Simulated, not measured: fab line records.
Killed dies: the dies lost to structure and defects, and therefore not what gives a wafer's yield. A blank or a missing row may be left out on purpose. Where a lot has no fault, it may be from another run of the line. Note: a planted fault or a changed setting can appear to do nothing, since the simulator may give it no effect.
Matching of chambers || flow n5_finfet || pecvd-01 running N5_BEOL_M10_DEP_56: 3 sister chambers
The step deposits SiCN from 3MS/NH3, target thk 15 nm, time 26.5 s. 3 wafers are shown with their chamber, then 12 later ones without.

## WAFERS WITH THEIR CHAMBER
{"wafer": "L088.2", "chamber": 0, "throttle_valve_pct (%)": 9.3}
{"wafer": "L087.4", "chamber": 1, "throttle_valve_pct (%)": 9.0}
{"wafer": "L087.6", "chamber": 2, "throttle_valve_pct (%)": 8.3}

## WAFERS WHOSE CHAMBER IS MISSING
{"wafer": "L091.1", "throttle_valve_pct (%)": 9.1}
{"wafer": "L091.3", "throttle_valve_pct (%)": 9.1}
{"wafer": "L091.4", "throttle_valve_pct (%)": 9.1}
{"wafer": "L092.2", "throttle_valve_pct (%)": 8.2}
{"wafer": "L092.4", "throttle_valve_pct (%)": 9.1}
{"wafer": "L092.6", "throttle_valve_pct (%)": 8.9}
{"wafer": "L095.1", "throttle_valve_pct (%)": 9.0}
{"wafer": "L095.3", "throttle_valve_pct (%)": 9.2}
{"wafer": "L095.4", "throttle_valve_pct (%)": 9.2}
{"wafer": "L094.1", "throttle_valve_pct (%)": 9.3}
{"wafer": "L094.4", "throttle_valve_pct (%)": 9.2}
{"wafer": "L094.6", "throttle_valve_pct (%)": 9.2}

## EACH ONE'S CHAMBER
{"wafer": "L091.1", "from the rows above": "can't be placed: 1 or 0", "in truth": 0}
{"wafer": "L091.3", "from the rows above": "can't be placed: 1 or 0", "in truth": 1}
{"wafer": "L091.4", "from the rows above": "can't be placed: 1 or 0", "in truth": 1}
{"wafer": "L092.2", "from the rows above": 2, "in truth": 2}
{"wafer": "L092.4", "from the rows above": "can't be placed: 1 or 0", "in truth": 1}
{"wafer": "L092.6", "from the rows above": 1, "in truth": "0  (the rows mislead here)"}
{"wafer": "L095.1", "from the rows above": 1, "in truth": 1}
{"wafer": "L095.3", "from the rows above": "can't be placed: 0 or 1", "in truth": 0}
{"wafer": "L095.4", "from the rows above": "can't be placed: 0 or 1", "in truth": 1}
{"wafer": "L094.1", "from the rows above": 0, "in truth": 0}
{"wafer": "L094.4", "from the rows above": "can't be placed: 0 or 1", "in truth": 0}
{"wafer": "L094.6", "from the rows above": "can't be placed: 0 or 1", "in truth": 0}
Correct placement for 3 of the 12. From these rows, 8 cannot be placed; in 8 the true chamber is one of the candidates. Placed wrongly: 1.
How it was worked out, from the rows above alone: a wafer's distance from a chamber is the root of the sum, over the readings, of the square of ((its reading less the chamber's mean) divided by the reading's scatter). If the next closest chamber is less than 2 further off than the closest, the wafer can't be placed; otherwise it belongs to the closest. The mean given for a chamber averages the wafers shown for that chamber. The scatter: root of mean squared gap, hidden wafer to nearest shown wafer, with one shown wafer a chamber.
